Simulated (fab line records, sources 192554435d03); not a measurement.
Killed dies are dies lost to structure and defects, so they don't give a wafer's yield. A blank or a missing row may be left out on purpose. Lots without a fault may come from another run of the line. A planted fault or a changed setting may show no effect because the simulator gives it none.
A struck lot beside a sound one | flow n5_finfet | 36 steps out of a route of 1938
Sound: wafers L791.3, L791.4, L791.6. Struck: wafer L800.2. (L800.3, L800.6 of the same lot were not struck and are left out.) The cause comes at the end.
At each step with rows: each side's tool, then ch and its chambers, then its first start. Under that, the readings that differ: sound wafers | struck wafers | difference of the means | sigmas: that difference in standard deviations of wafers without a fault.
alike: readings whose means differ by less than 2 such deviations, and words and numbers that are the same on both sides. not compared: withheld readings, readings that some wafer has no value for, bounds like >300 that may hide the same value, and numbers for which the record gives no deviation and whose values overlap.
The two part at a step that has a row with sigmas, a row that says differs or no value, or rows on one side only. Numbers that don't overlap but have no deviation are shown without sigmas and don't part them. A reading that every wafer of one side lacks parts them only if that side has two wafers or more.

first, 11 steps without rows for these wafers: N5_GATE_CUT_DESCUM_18 (chemistry O2, time 7 s); N5_GATE_CUT_ETCH_28 (etches underlayer in N2/H2, target depth 13 nm, time 10.4 s); N5_GATE_CUT_ETCH_36 (etches SiARC in CF4, target depth 13 nm, time 21.7 s); N5_GATE_CUT_ETCH_37 (etches SOC in N2/H2, target depth 60 nm, overetch 12 nm, time 90 s); N5_GATE_CUT_STRIP_38 (strips in N2/H2); N5_GATE_CUT_STRIP_39 (strips in N2/H2); N5_GATE_CUT_HM_OPEN_40 (chemistry C4F6/O2, target SiO2, target depth 139 nm, time 85.1 s); N5_GATE_CUT_STRIP_41 (strips in CF4); N5_GATE_CUT_STRIP_42 (strips in O2); N5_GATE_CUT_ETCH_19 (etches SiNx in CH3F/O2, target depth 53.7 nm, time 76.7 s); N5_GATE_CUT_CUT_ETCH_53 (etches W in SF6/Cl2, target depth 79.2 nm).
N5_GATE_CUT_CUT_ETCH_54: etches TiN in Cl2/BCl3, target depth 96.7 nm.
  sound on rie_metal-02 ch 0,1, day 5 19:34; struck on rie_metal-02 ch 0, day 8 00:10
  reading                | sound | struck | difference                   | sigmas
  rf_hours_counter_h (h) | - - - | 6      | no value on the sound wafers |
  alike: chamber_pressure_mTorr, drypump_motor_current_A, etch_rf_on_time_s, oes_product_au, throttle_valve_pct
then, 23 steps without rows for these wafers: N5_GATE_CUT_CUT_ETCH_55 (etches HfO2 in BCl3, target depth 3.2 nm); N5_GATE_CUT_ETCH_47 (etches SiO2 in Cl2/BCl3, target depth 10 nm); N5_GATE_CUT_VAPOR_ETCH_48 (etches TiN in BCl3/Cl2); N5_GATE_CUT_VAPOR_ETCH_49 (etches TiAlC in BCl3/Cl2); N5_GATE_CUT_VAPOR_ETCH_51 (etches HfO2 in BCl3/Cl2); N5_GATE_CUT_STRIP_21 (strips in N2/H2, time 30 s); N5_GATE_CUT_STRIP_29 (strips in post etch residue remover, time 60 s); N5_GATE_CUT_SRD_52 (time 30 s); N5_GATE_CUT_ALD_22 (deposits SiNx, target thk 16 nm, pulse time 1 s, ald cycles 320); N5_GATE_CUT_CMP_23 (polishes, stops on SiO2, t overpolish 23.4 s, target thk 16 nm); N5_GATE_CUT_CMP_43 (polishes SiO2); N5_GATE_CUT_CMP_61 (polishes, stops on SiNx, t overpolish 3 s); N5_MOL_CONTACT_COAG_COAT_103 (time 60 s, resist thk 80 nm); N5_MOL_CONTACT_COAG_COAT_104 (time 60 s, resist thk 12 nm); N5_MOL_CONTACT_COAG_COAT_58 (time 60 s, resist thk 10 nm); N5_MOL_CONTACT_COAG_COAT_02 (resist thk 30 nm); N5_MOL_CONTACT_COAG_EBR_04; N5_MOL_CONTACT_COAG_SOFTBAKE_03 (time 60 s); N5_MOL_CONTACT_COAG_EXPOSE_05 (exposes mask CA, defocus 0 nm); N5_MOL_CONTACT_COAG_PEB_06 (peb time 60 s); N5_MOL_CONTACT_COAG_DEVELOP_07 (develop time 30 s); N5_MOL_CONTACT_COAG_DESCUM_13 (chemistry O2, time 7 s); N5_MOL_CONTACT_COAG_ETCH_59 (etches underlayer in N2/H2, target depth 13 nm, time 10.4 s).
-- the record jumps here: 8 days lie between the struck wafers' starts before and after (it left off in module MOL_CONTACT_COAG and takes up again in module PASSIVATION, whose first step shown is number 1936 of the route) --
N5_PASSIVATION_PROBE_49:
  sound on prober-01, day 14 05:00; struck on prober-01, day 16 09:30
  reading             | sound     | struck | difference | sigmas
  killed_at_front_end | 43 42 32  | 149    | +110       | +10
  killed_dies         | 112 80 99 | 213    | +116       | +7
  alike: killed_at_M0_to_M3, killed_at_M4_up, killed_at_contacts, killed_at_other, killed_open, killed_short

WHERE THEY PART
First at N5_GATE_CUT_CUT_ETCH_54; last, within this record, at N5_PASSIVATION_PROBE_49.

WHY: what the simulator had put in
Chamber particle source: rie_metal-02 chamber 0, from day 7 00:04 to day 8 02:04, at N5_GATE_CUT_CUT_ETCH_54. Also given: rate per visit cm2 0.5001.
